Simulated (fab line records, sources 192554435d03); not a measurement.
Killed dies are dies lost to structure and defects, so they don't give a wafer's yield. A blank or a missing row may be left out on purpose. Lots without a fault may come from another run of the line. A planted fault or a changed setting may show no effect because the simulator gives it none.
Problem report in the 8D (eight disciplines) form, filled by code | flow n5_finfet | the parts of the form that need people (team, actions taken, sign-off) are left out

1. THE PROBLEM
M11_THK at N5_BEOL_M11_THK_MEAS_53 reads a mean of 254 nm on 4 wafers of 2 lots; wafers without a fault read 139 nm with a standard deviation of 3.1. That is +37 standard deviations from the usual mean.
The step: measures by xrf.
First seen on wafer L402.1, day 13 21:17, on film_metro-02. The record holds 27 wafers of 9 lots with a number at this step. Rule for "out", or "out of limits": more than 4 standard deviations from the usual mean. The other wafers with a number count as sound.

2. WHAT IT IS AND WHAT IT IS NOT
question                    | is                             | is not
which readings at this step | M11_THK                        | -
which lots                  | L402, L405                     | L396, L399, L412, L414, L415, L416, L417
which wafers of those lots  | L402.1, L402.2, L402.6, L405.2 | L405.3, L405.5
read on which gauges        | film_metro-01, film_metro-02   | -
when                        | from day 13 21:17              | up to then (6 sound wafers); but 17 sound wafers of L405, L412, L414, L415, L416, L417 came after

3. SUSPECTS, AND WHAT RULES EACH OUT
Counting: a tool at a process step up to the reading stays a suspect if it ran every lot that is out. Sound lots after the first of them don't rule it out here, since some wafers of a struck lot are sound.
- the gauge at N5_BEOL_M11_THK_MEAS_53: ruled out. The wafers that are out were read on 2 gauges (film_metro-01, film_metro-02).
- cmp-02 at N5_BEOL_M11_CMP_52 (polishes, stops on SiCOH lowk, t overpolish 7 s, target thk 140 nm): kept. It ran every lot that is out, first L402 (day 13 21:00); its last sound lot up to then is L396 (day 12 03:35). Its own readings are out on those wafers: barrier_field_endpoint_s, overpolish_run_s, time_to_endpoint_s.
Left after counting: cmp-02 at N5_BEOL_M11_CMP_52.

4. THE CAUSE (what the simulator had put in)
Process parameter drift: cmp-02, from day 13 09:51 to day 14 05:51, at N5_BEOL_M11_CMP_52. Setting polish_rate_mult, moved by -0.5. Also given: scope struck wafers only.
Counting left only this tool.

5. THE CHAIN OF EFFECTS, in route order
Each row: a reading whose mean over the struck wafers that have a number lies more than 3 standard deviations from the usual. Only readings for which the record gives a usual standard deviation are gone through. hours: the time from each lot's start at the first step in this table that gives one to its start at this step, as a median over the lots. sigmas: the change in usual standard deviations.
hours | step                    | reading                  | usual   | on struck wafers | change | sigmas
0     | N5_BEOL_M11_CMP_52      | barrier_field_endpoint_s | 29.0 s  | 46.9             | +17.9  | +25
0     | N5_BEOL_M11_CMP_52      | overpolish_run_s         | 7.000 s | 0.039            | -6.961 | -99 or more
0     | N5_BEOL_M11_CMP_52      | time_to_endpoint_s       | 66.1 s  | 85.3             | +19.2  | +6.9
0     | N5_BEOL_M11_THK_MEAS_53 | M11_THK                  | 139 nm  | 254              | +115   | +37
0     | N5_BEOL_M11_INSPECT_58  | raw_defect_count         | 65      | 1066             | +1000  | +48
44    | N5_PASSIVATION_PROBE_49 | defect_limited_yield     | 91.1 %  | 0.0              | -91.1  | -65
44    | N5_PASSIVATION_PROBE_49 | killed_at_M4_up          | 14      | 1098             | +1084  | +99 or more
44    | N5_PASSIVATION_PROBE_49 | killed_dies              | 105     | 1180             | +1075  | +67
44    | N5_PASSIVATION_PROBE_49 | killed_on_rim            | 14      | 152              | +138   | +31
44    | N5_PASSIVATION_PROBE_49 | sort_n_pass              | 1074    | 0                | -1074  | -67
44    | N5_PASSIVATION_PROBE_49 | sort_yield_pct           | 91.1 %  | 0.0              | -91.1  | -65
The process steps in it:
- N5_BEOL_M11_CMP_52: polishes, stops on SiCOH lowk, t overpolish 7 s, target thk 140 nm.
- N5_PASSIVATION_PROBE_49

6. WHAT WOULD HAVE CAUGHT IT SOONER
In this record the first reading out of limits at a measuring or inspecting step was taken at day 13 21:17, 11 hours after the fault began at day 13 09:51.
The tool's own readings at N5_BEOL_M11_CMP_52 were out on every struck wafer that the step has a row for (barrier_field_endpoint_s, overpolish_run_s, time_to_endpoint_s): an alarm limit on them would have fired on the first of those.
Of the lots that are out (2), L405 began N5_BEOL_M11_CMP_52 on cmp-02 after day 13 21:17. A hold on the tool at that time would have spared it.
